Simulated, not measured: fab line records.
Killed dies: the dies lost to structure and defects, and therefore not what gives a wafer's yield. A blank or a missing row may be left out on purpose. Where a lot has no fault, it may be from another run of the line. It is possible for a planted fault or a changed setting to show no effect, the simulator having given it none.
Matching of chambers	flow n5-finfet	N5_BEOL_M4_ALD_98 on ald-sin-02: 4 sister chambers
The step deposits SiO2, target thk 2.5 nm, pulse time 1 s, co reactant pulse time 1 s. 8 wafers are shown with their chamber, then 7 later ones without.

## WAFERS WITH THEIR CHAMBER
wafer	chamber	heater-power-w (W)	precursor-pulse-height-rel
L082.3	0	82	1.001
L081.4	1	59	1.028
L081.6	3	87	0.991
L083.1	0	81	0.970
L083.2	2	78	0.980
L083.6	3	88	0.990
L088.1	2	79	0.996
L088.2	1	60	0.972

## WAFERS WITH NO CHAMBER GIVEN
wafer	heater-power-w (W)	precursor-pulse-height-rel
L088.3	81	0.975
L087.3	87	1.021
L087.5	60	0.970
L087.6	79	0.999
L095.2	60	0.973
L095.3	81	1.015
L095.6	81	0.984

## WHICH CHAMBER EACH WENT THROUGH
wafer	from the rows above	in truth
L088.3	0	0
L087.3	3	3
L087.5	1	1
L087.6	2	2
L095.2	1	1
L095.3	0	0
L095.6	0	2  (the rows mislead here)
6 of 7 placed correctly. Number that these rows cannot place: 0. 1 placed wrongly.
How it was worked out, from the rows above alone: a wafer's distance from a chamber is the root of the sum, over the readings, of the square of ((its reading less the chamber's mean) divided by the reading's scatter). If the next closest chamber is less than 2 further off than the closest, the wafer can't be placed; otherwise it belongs to the closest. For every chamber, the mean is computed from those of its wafers that are shown. The scatter: the root of (the sum of the squares of (reading less its chamber's mean) over the shown wafers, divided by (wafers less chambers)).
